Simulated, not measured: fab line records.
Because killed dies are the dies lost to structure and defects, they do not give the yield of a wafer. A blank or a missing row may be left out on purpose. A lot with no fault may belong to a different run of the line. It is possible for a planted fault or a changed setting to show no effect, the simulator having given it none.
The tool behind it: which one? | flow nandHarc | 18 wafers from 6 lots sampled at 4 of the route's 1302 steps

== WHAT EACH GAUGE READ, for each wafer ==
NHARC_A_BONDPAD_CD_MEAS_09: the cd target is 500 nm.
lot  | measured     | on       | cdNm (nm)
L933 | day 23 20:55 | cdSem-03 | 498.9 497.7 500.2
L936 | day 24 17:44 | cdSem-01 | 501.7 499.3 503.0
L940 | day 26 09:08 | cdSem-03 | 501.2 500.1 501.4
L946 | day 29 10:13 | cdSem-03 | 496.6 500.8 499.8
L952 | day 31 18:31 | cdSem-03 | 498.9 499.6 497.7
L954 | day 32 22:16 | cdSem-03 | 502.6 503.3 503.7

== EACH LOT AND THE TOOL THAT RAN IT (in order: tool; ch and the chambers of the sampled wafers; start) ==
lot  | NHARC_A_M1_PVD_21                      | NHARC_A_M1_CMP_23             | NHARC_A_BONDPAD_DEP_00
L933 | pvdSputter-03, day 23 18:37 or earlier | cmp-04 ch 0,1,3, day 23 18:37 | pecvd-04 ch 0,2, day 23 19:49
L936 | pvdSputter-03, day 24 15:14 or earlier | cmp-02 ch 1,2,3, day 24 15:14 | pecvd-04 ch 0,1,2, day 24 16:38
L940 | pvdSputter-03, day 26 06:44 or earlier | cmp-01 ch 0,3, day 26 06:44   | pecvd-02 ch 0,1,2, day 26 08:02
L946 | pvdSputter-01, day 29 07:40 or earlier | cmp-01 ch 0,2,3, day 29 07:40 | pecvd-02 ch 0,1,2, day 29 08:59
L952 | pvdSputter-03, day 31 16:07 or earlier | cmp-01 ch 0,1,3, day 31 16:07 | pecvd-04 ch 0,1, day 31 17:22
L954 | pvdSputter-02, day 32 20:01 or earlier | cmp-04 ch 0,2,3, day 32 20:01 | pecvd-02 ch 0,2, day 32 21:10
- NHARC_A_M1_PVD_21: deposits Cu, target thk 30 nm, time 20.49 s.
- NHARC_A_M1_CMP_23: polishes, t overpolish 20 s, target thk 154.34 nm.
- NHARC_A_BONDPAD_DEP_00: deposits SiCN, target thk 250 nm.

== THE ANSWER, worked out from the rows above alone ==
Rule: what is usual is taken from the lots themselves. The widest of any qualifying gaps counts: lots, ordered by their means at a reading, are off when they make up no more than a third of the lots, leave a main group of 4 or more, and stand apart from it by 3 or more times the standard deviation of that group's means. If all means in a main group match to the digits the tables above print for the reading, that group is not used. Also off: a lot with no number at a reading for which 4 or more lots have one. All remaining lots with rows at the step are treated as sound.
None of the lots is off at any reading shown; this tells nothing.

== WHAT THE SIMULATOR HAD INSERTED ==
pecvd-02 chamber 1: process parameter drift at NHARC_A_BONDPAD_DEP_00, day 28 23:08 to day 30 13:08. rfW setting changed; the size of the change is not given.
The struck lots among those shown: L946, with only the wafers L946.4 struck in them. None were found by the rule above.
